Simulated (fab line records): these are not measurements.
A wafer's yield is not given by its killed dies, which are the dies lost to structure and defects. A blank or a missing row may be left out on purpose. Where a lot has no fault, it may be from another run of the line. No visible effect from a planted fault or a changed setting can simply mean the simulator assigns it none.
The tool behind it: which one?    flow n5 finfet    24 lots, 72 wafers sampled, at 6 steps of a route of 1938

WHAT EACH GAUGE READ, for each wafer
N5_BEOL_M8_CD_MEAS_28: the cd target is 40 nm. Usual: cd nm reads 40.03 nm (standard deviation 0.23).
lot   measured      on         cd nm (nm)         flag
L074  day 8 18:35   cd sem-01  40.13 39.81 40.09  
L075  day 9 13:37   cd sem-03  39.87 39.40 39.74  
L077  day 9 19:14   cd sem-01  40.09 40.25 40.26  
L076  day 9 21:20   cd sem-01  40.06 39.85 40.14  
L078  day 10 06:37  cd sem-01  39.97 39.69 39.94  
L079  day 10 15:56  cd sem-03  40.37 40.18 40.16  
L080  day 10 15:53  cd sem-01  40.42 40.15 39.79  
L081  day 10 19:56  cd sem-03  40.01 39.64 39.93  
L082  day 11 09:47  cd sem-02  40.23 40.01 40.27  
L083  day 11 11:46  cd sem-01  39.98 40.33 40.11  
L084  day 11 14:01  cd sem-03  40.31 39.95 39.93  
L085  day 11 18:16  cd sem-01  40.20 40.36 40.12  
L086  day 12 20:22  cd sem-03  40.37 40.00 40.63  
L088  day 13 05:14  cd sem-03  40.20 40.31 39.29  
L087  day 12 20:47  cd sem-02  40.19 40.12 40.25  
L089  day 13 05:09  cd sem-03  40.12 40.08 40.17  
L090  day 13 11:40  cd sem-01  39.89 40.00 39.66  
L092  day 13 18:53  cd sem-01  39.77 40.09 39.92  
L094  day 13 21:02  cd sem-03  39.55 39.94 40.08  
L093  day 14 04:04  cd sem-03  40.07 39.85 39.80  
L091  day 14 07:23  cd sem-02  40.30 40.19 40.28  
L095  day 15 00:00  cd sem-02  39.55 40.17 39.85  
L096  day 15 06:48  cd sem-02  40.17 40.22 40.33  
L097  day 15 16:49  cd sem-03  39.94 39.45 39.73  

N5_BEOL_M8_INSPECT_30: inspects for defects (brightfield). Usual: raw defect count reads 404 (standard deviation 94).
lot   measured      on                 raw defect count  flag
L074  day 8 18:40   defect inspect-01  268 265 276       
L075  day 9 13:41   defect inspect-02  449 404 398       
L077  day 9 19:19   defect inspect-02  421 361 472       
L076  day 9 21:25   defect inspect-01  491 392 528       
L078  day 10 06:43  defect inspect-01  343 442 318       
L079  day 10 16:01  defect inspect-02  491 394 321       
L080  day 10 15:58  defect inspect-01  556 444 603       
L081  day 10 20:02  defect inspect-02  323 362 358       
L082  day 11 09:52  defect inspect-02  321 491 308       
L083  day 11 11:51  defect inspect-01  392 439 394       
L084  day 11 14:07  defect inspect-02  315 285 373       
L085  day 11 18:20  defect inspect-01  465 368 450       
L086  day 12 20:26  defect inspect-02  356 338 359       
L088  day 13 05:19  defect inspect-01  579 596 693       
L087  day 12 20:52  defect inspect-01  303 300 291       
L089  day 13 05:14  defect inspect-02  388 435 492       
L090  day 13 11:45  defect inspect-01  524 340 396       
L092  day 13 18:58  defect inspect-02  345 316 372       
L094  day 13 21:07  defect inspect-02  323 396 280       
L093  day 14 04:10  defect inspect-01  394 470 458       
L091  day 14 07:29  defect inspect-01  380 400 458       
L095  day 15 00:05  defect inspect-02  273 234 261       
L096  day 15 06:53  defect inspect-01  371 405 537       
L097  day 15 16:54  defect inspect-02  276 318 298       

N5_BEOL_M9_INSPECT_13: inspects for defects (brightfield). Usual: raw defect count reads 400 (standard deviation 93).
lot   measured      on                 raw defect count  flag
L074  day 9 00:26   defect inspect-02  362 479 575       
L075  day 9 20:28   defect inspect-02  311 307 302       
L077  day 10 00:46  defect inspect-02  410 519 338       
L076  day 10 02:28  defect inspect-01  375 270 465       
L078  day 10 12:18  defect inspect-02  333 453 361       
L079  day 10 23:05  defect inspect-02  212 341 351       
L080  day 10 21:03  defect inspect-01  416 412 378       
L081  day 11 02:11  defect inspect-01  343 361 362       
L082  day 11 15:09  defect inspect-01  522 419 401       
L083  day 11 19:13  defect inspect-01  374 417 416       
L084  day 11 20:15  defect inspect-01  602 637 504       
L085  day 12 01:04  defect inspect-02  408 294 315       
L086  day 13 04:04  defect inspect-01  306 535 517       
L088  day 13 09:41  defect inspect-02  285 288 374       
L087  day 13 04:23  defect inspect-02  463 333 452       
L089  day 13 10:05  defect inspect-01  380 399 550       
L090  day 13 17:13  defect inspect-01  430 542 472       
L092  day 14 01:46  defect inspect-01  327 431 386       
L094  day 14 02:17  defect inspect-01  484 420 418       
L093  day 14 09:03  defect inspect-01  391 344 311       
L091  day 14 12:32  defect inspect-01  392 324 416       
L095  day 15 04:45  defect inspect-01  302 294 401       
L096  day 15 12:45  defect inspect-01  406 560 413       
L097  day 15 22:34  defect inspect-02  363 282 319       

WHICH TOOL RAN EACH LOT (tool, then ch and the chambers of the sampled wafers, then the start)
lot   N5_BEOL_M8_HM_OPEN_17              N5_BEOL_M8_STRIP_36                 N5_BEOL_M8_DEP_56
L074  rie metal-01 ch 0,1, day 8 17:43   rie diel-02 ch 0,1,2, day 8 18:56   pecvd-04 ch 0,1,2, day 8 21:37
L075  rie metal-01 ch 0,1, day 9 12:59   rie diel-02 ch 0,1,2, day 9 13:58   pecvd-04 ch 1,2, day 9 17:47
L077  rie metal-03 ch 0,1, day 9 18:44   rie diel-01 ch 0,1,2, day 9 19:35   pecvd-02 ch 1,2, day 9 22:17
L076  rie metal-03 ch 0,1, day 9 19:42   rie diel-01 ch 1,2,3, day 9 21:41   pecvd-02 ch 0,2, day 10 00:12
L078  rie metal-03 ch 0,1, day 10 05:56  rie diel-02 ch 0,1,3, day 10 06:59  pecvd-04 ch 1,2, day 10 10:55
L079  rie metal-01 ch 0, day 10 11:10    rie diel-06 ch 1,2, day 10 16:17    pecvd-03 ch 0,1,2, day 10 21:11
L080  rie metal-03 ch 0,1, day 10 11:38  rie diel-02 ch 1,2, day 10 16:14    pecvd-02 ch 0,1,2, day 10 18:35
L081  rie metal-03 ch 1, day 10 17:15    rie diel-06 ch 0,1,3, day 10 20:34  pecvd-02 ch 0,1,2, day 10 23:18
L082  rie metal-02 ch 0,1, day 11 08:22  rie diel-06 ch 1,3, day 11 10:08    pecvd-02 ch 0,1, day 11 12:46
L083  rie metal-03 ch 0,1, day 11 10:47  rie diel-02 ch 0,2, day 11 12:07    pecvd-02 ch 0,1,2, day 11 16:12
L084  rie metal-03 ch 0,1, day 11 11:59  rie diel-06 ch 1,2,3, day 11 14:23  pecvd-04 ch 0,1, day 11 17:01
L085  rie metal-02 ch 0,1, day 11 17:32  rie diel-06 ch 0,2,3, day 11 18:37  pecvd-04 ch 0,1,2, day 11 21:44
L086  rie metal-01 ch 0,1, day 12 16:38  rie diel-02 ch 0,1, day 12 20:43    pecvd-03 ch 0,1,2, day 12 23:05
L088  rie metal-01 ch 0,1, day 12 16:51  rie diel-01 ch 0,1,3, day 13 05:35  pecvd-03 ch 0,1, day 13 08:26
L087  rie metal-01 ch 0,1, day 12 16:58  rie diel-06 ch 0,1, day 12 21:08    pecvd-04 ch 0,1, day 12 23:28
L089  rie metal-01 ch 0,1, day 13 04:37  rie diel-06 ch 2,3, day 13 05:30    pecvd-02 ch 0,1,2, day 13 08:23
L090  rie metal-01 ch 0,1, day 13 10:09  rie diel-02 ch 0,3, day 13 12:02    pecvd-03 ch 0,1, day 13 14:46
L092  rie metal-01 ch 0,1, day 13 18:09  rie diel-06 ch 0,1, day 13 19:35    pecvd-04 ch 1,2, day 13 22:22
L094  rie metal-03 ch 0,1, day 13 20:25  rie diel-01 ch 0,2,3, day 13 21:23  pecvd-03 ch 1,2, day 14 00:00
L093  rie metal-01 ch 0,1, day 14 02:11  rie diel-02 ch 1,3, day 14 04:26    pecvd-02 ch 0,1,2, day 14 07:06
L091  rie metal-03 ch 0,1, day 14 06:11  rie diel-01 ch 0,1,2, day 14 07:45  pecvd-04 ch 1, day 14 10:38
L095  rie metal-01 ch 0,1, day 14 20:54  rie diel-01 ch 2,3, day 15 00:21    pecvd-03 ch 1,2, day 15 02:49
L096  rie metal-03 ch 0,1, day 15 05:37  rie diel-06 ch 1,2, day 15 07:11    pecvd-02 ch 0,2, day 15 10:14
L097  rie metal-02 ch 0,1, day 15 15:08  rie diel-06 ch 0,2,3, day 15 17:31  pecvd-02 ch 0,2, day 15 20:28
- N5_BEOL_M8_HM_OPEN_17: chemistry Cl2/BCl3, target TiN, target depth 20 nm, overetch 6 nm.
- N5_BEOL_M8_STRIP_36: strips in N2/H2.
- N5_BEOL_M8_DEP_56: deposits SiCN from 3MS/NH3, target thk 10 nm, time 17.5 s.

AS READ BY THE TOOLS THEMSELVES (means over the sampled wafers that have a number; for cases with no such wafer, the mark the record gives instead)
N5_BEOL_M8_HM_OPEN_17. Usual: drypump motor current A 5.55 A, standard deviation 0.15; oes product au 0.62 a.u., standard deviation 0.1; throttle valve pct 22.21 %, standard deviation 0.17.
lot   tool          drypump motor current A (A)  oes product au (a.u.)  throttle valve pct (%)  flag
L074  rie metal-01  5.45                         0.65                   22.04                   
L075  rie metal-01  5.56                         0.61                   22.06                   
L077  rie metal-03  5.56                         0.52                   22.36                   
L076  rie metal-03  5.56                         0.53                   22.35                   
L078  rie metal-03  5.56                         0.52                   22.35                   
L079  rie metal-01  5.33                         0.67                   22.06                   
L080  rie metal-03  5.54                         0.52                   22.43                   
L081  rie metal-03  5.61                         0.52                   22.29                   
L082  rie metal-02  5.71                         0.59                   22.50                   
L083  rie metal-03  5.57                         0.52                   22.36                   
L084  rie metal-03  5.54                         0.52                   22.43                   
L085  rie metal-02  5.78                         0.66                   22.40                   
L086  rie metal-01  5.57                         0.60                   22.09                   
L088  rie metal-01  5.43                         0.63                   22.08                   
L087  rie metal-01  5.54                         0.61                   22.07                   
L089  rie metal-01  5.44                         0.63                   22.07                   
L090  rie metal-01  5.56                         0.60                   22.08                   
L092  rie metal-01  5.45                         0.63                   22.07                   
L094  rie metal-03  5.54                         0.83                   22.13                   
L093  rie metal-01  5.60                         0.59                   22.09                   
L091  rie metal-03  5.57                         0.82                   22.19                   
L095  rie metal-01  5.45                         0.62                   22.09                   
L096  rie metal-03  5.54                         0.81                   22.14                   
L097  rie metal-02  5.81                         0.71                   22.22                   

N5_BEOL_M8_STRIP_36. Usual: drypump motor current A 5.6 A, standard deviation 0.54; oes product au 0.82 a.u., standard deviation 0.057; rf vpp V 59.3 V, standard deviation 1.7; showerhead plenum p Torr 2.57 Torr, standard deviation 0.1; throttle valve pct 23.54 %, standard deviation 0.2.
lot   tool         drypump motor current A (A)  oes product au (a.u.)  rf vpp V (V)  showerhead plenum p Torr (Torr)  throttle valve pct (%)  flag
L074  rie diel-02  5.7                          0.83                   59.4          2.62                             23.40                   
L075  rie diel-02  5.7                          0.82                   60.0          2.62                             23.42                   
L077  rie diel-01  5.9                          0.77                   58.3          2.46                             23.63                   
L076  rie diel-01  5.9                          0.80                   58.5          2.49                             23.49                   
L078  rie diel-02  5.4                          0.82                   59.4          2.54                             23.38                   
L079  rie diel-06  5.9                          0.83                   57.8          2.61                             23.73                   
L080  rie diel-02  5.6                          0.80                   59.3          2.61                             23.38                   
L081  rie diel-06  5.7                          0.83                   60.0          2.60                             23.62                   
L082  rie diel-06  6.2                          0.79                   58.3          2.52                             23.70                   
L083  rie diel-02  5.8                          0.79                   58.4          2.65                             23.60                   
L084  rie diel-06  5.8                          0.82                   59.0          2.60                             23.63                   
L085  rie diel-06  5.3                          0.84                   60.0          2.68                             23.55                   
L086  rie diel-02  5.7                          0.79                   59.1          2.57                             23.34                   
L088  rie diel-01  5.7                          0.90                   60.0          2.55                             23.57                   
L087  rie diel-06  6.2                          0.79                   59.5          2.52                             23.80                   
L089  rie diel-06  5.2                          0.82                   60.4          2.66                             23.47                   
L090  rie diel-02  5.1                          0.79                   58.1          2.48                             23.47                   
L092  rie diel-06  5.8                          0.80                   59.5          2.61                             23.73                   
L094  rie diel-01  6.1                          0.85                   59.4          2.54                             23.44                   
L093  rie diel-02  5.3                          0.79                   58.8          2.51                             23.34                   
L091  rie diel-01  5.9                          0.90                   58.2          2.56                             23.50                   
L095  rie diel-01  6.0                          0.79                   58.2          2.45                             23.43                   
L096  rie diel-06  5.9                          0.79                   60.7          2.59                             23.78                   
L097  rie diel-06  5.3                          0.80                   61.5          2.67                             23.57                   

N5_BEOL_M8_DEP_56. Usual: showerhead plenum p Torr 3.660 Torr, standard deviation 0.0097; throttle valve pct 9.1 %, standard deviation 0.42.
lot   tool      showerhead plenum p Torr (Torr)  throttle valve pct (%)  flag
L074  pecvd-04  3.667                            9.2                     
L075  pecvd-04  3.652                            9.3                     
L077  pecvd-02  3.654                            8.9                     
L076  pecvd-02  3.647                            8.9                     
L078  pecvd-04  3.656                            9.3                     
L079  pecvd-03  3.664                            9.3                     
L080  pecvd-02  3.655                            8.8                     
L081  pecvd-02  3.660                            9.1                     
L082  pecvd-02  3.664                            8.9                     
L083  pecvd-02  3.660                            9.0                     
L084  pecvd-04  3.657                            9.1                     
L085  pecvd-04  3.661                            9.0                     
L086  pecvd-03  3.669                            9.2                     
L088  pecvd-03  3.663                            9.6                     
L087  pecvd-04  3.657                            9.3                     
L089  pecvd-02  3.661                            9.0                     
L090  pecvd-03  3.674                            9.1                     
L092  pecvd-04  3.659                            9.2                     
L094  pecvd-03  3.659                            8.6                     
L093  pecvd-02  3.654                            8.9                     
L091  pecvd-04  3.649                            9.3                     
L095  pecvd-03  3.665                            8.7                     
L096  pecvd-02  3.651                            8.9                     
L097  pecvd-02  3.658                            9.0                     

THE ANSWER, worked out from the rows above alone
Rule: take the mean of a lot's wafers that have a number; if it is more than 3 standard deviations from the usual mean, the lot is off. A lot without any number at a reading at which 4 lots or more have one is off too. All remaining lots with rows at the step are treated as sound. After the gauges, taken in route order, come the tools' own readings; for these a lot's mean is taken, as printed above. At the first step where some lot is off, the reading lying furthest off is the one used; lots without a number count as furthest.
None of the lots is off at any reading shown; this tells nothing.

WHAT THE SIMULATOR HAD INSERTED
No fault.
